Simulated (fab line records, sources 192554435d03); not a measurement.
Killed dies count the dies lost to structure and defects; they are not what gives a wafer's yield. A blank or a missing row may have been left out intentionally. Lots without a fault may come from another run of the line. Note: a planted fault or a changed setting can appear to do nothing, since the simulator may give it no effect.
Split-lot experiment	flow n5_finfet	7 lots, 21 wafers read, on a route of 1938 steps

## THE SPLIT ITSELF
At N5_HKMG_FIN_HK_ALD_01 (deposits HfO2, target thk 1.6 nm, pulse time 3 s, purge time 3 s), the setting ald_cycles was moved away from the recipe's 30 on 7 of the 21 wafers read, by -16.7% to +16.7%. For the rest of the wafers, this setting stayed at what the recipe calls for.

## FROM THE SPLIT TO THE READING: what the file shows between them, 3 steps
- N5_HKMG_FIN_DEVELOP_48: develop time 30 s (also split here: develop_time_s)
- N5_HKMG_FIN_WET_ETCH_82: etches La2O3 in dHCl, stops on HfO2, target depth 2 nm, rinse time 30 s
- N5_HKMG_FIN_ALD_36: deposits TiN, target thk 1 nm, pulse time 1 s, purge time 3 s

## THE READING
HK_THK, in nm, at N5_HKMG_FIN_THK_MEAS_70 (measures by xrf). On this fab line, fault-free wafers typically give 1.559 nm with a standard deviation of 0.016 nm.

wafer	tool, chamber at the split	ald_cycles as run	against the recipe	HK_THK, nm	against lot-mates on the recipe
L078.2	ald_hk-02, 1	35	+16.7%	1.807	+0.252
L078.4	ald_hk-02, 3	30	recipe	1.549	-
L078.5	ald_hk-02, 3	30	recipe	1.561	-
L087.2	ald_hk-03, 3	30	recipe	1.546	-
L087.5	ald_hk-03, 3	30	recipe	1.555	-
L087.6	ald_hk-03, 0	25	-16.7%	1.295	-0.256
L088.1	ald_hk-03, 3,2	34	+13.3%	1.771	+0.226
L088.2	ald_hk-03, 2	30	recipe	1.545	-
L088.6	ald_hk-03, 3,2	34	+13.3%	1.774	+0.229
L090.2	ald_hk-02, 0,2,1	30	recipe	1.545	-
L090.3	ald_hk-02, 0,2,1	30	recipe	1.573	-
L090.5	ald_hk-02, 0,2,1	30	recipe	1.604	-
L095.2	ald_hk-02, 3,2,1	30	recipe	1.582	-
L095.3	ald_hk-02, 3,2,1	30	recipe	1.583	-
L095.5	ald_hk-02, 3,2,1	30	recipe	1.586	-
L096.1	ald_hk-02, 1	26	-13.3%	1.343	-0.205
L096.2	ald_hk-02, 0	30	recipe	1.553	-
L096.6	ald_hk-02, 0	30	recipe	1.543	-
L097.3	ald_hk-02, 0,1	28	-6.7%	1.452	-0.125
L097.4	ald_hk-02, 0,1	28	-6.7%	1.462	-0.115
L097.5	ald_hk-02, 1	30	recipe	1.577	-
Rows listing several chambers each stand for several wafers; the file does not say which wafer went through which chamber.

FIT RESULTS
A straight line over all 21 wafers: HK_THK changes by +0.0157 nm for each +1% of ald_cycles; r = +0.99; the points scatter about the line by 0.017 nm.
The same after taking each lot's own level away (the mean of its wafers on the recipe; 21 wafers): +0.016 nm for each +1%; r = +0.99; scatter 0.013 nm.
Per that fit: largest ald_cycles move, reading shift of 0.27 nm.
From 1.5450 to 1.5837 nm: that is the span of the lots' own levels, equal to 2.4 times the standard deviation above.
Consequently the slope shifts little with the lot-to-lot level, the two slopes agreeing.
Check: +0.273 nm against its lot-mates is what the line predicts for one of the wafers moved furthest among these (+16.7%) when that wafer is left out of the fit. It came out at +0.252 nm against them.

## OTHER SPLITS ON THESE WAFERS
Note: prior to the reading, these wafers also went through further splits. Each is held against what the fit with the lots' levels taken away leaves over:
other split on the same wafers	wafers away from the commonest value	r with HK_THK (lot level and that fit taken away)
N5_SD_EPI_N_EPI_21 epi_growth_time_s	10	+0.13
N5_ILD0_CMP_12 down_force_psi	8	-0.36
N5_HKMG_FIN_DEVELOP_48 develop_time_s	8	-0.04

## FILE'S OWN FIT
HK_THK changes by +0.0157 nm for each +1% of ald_cycles, r = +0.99.
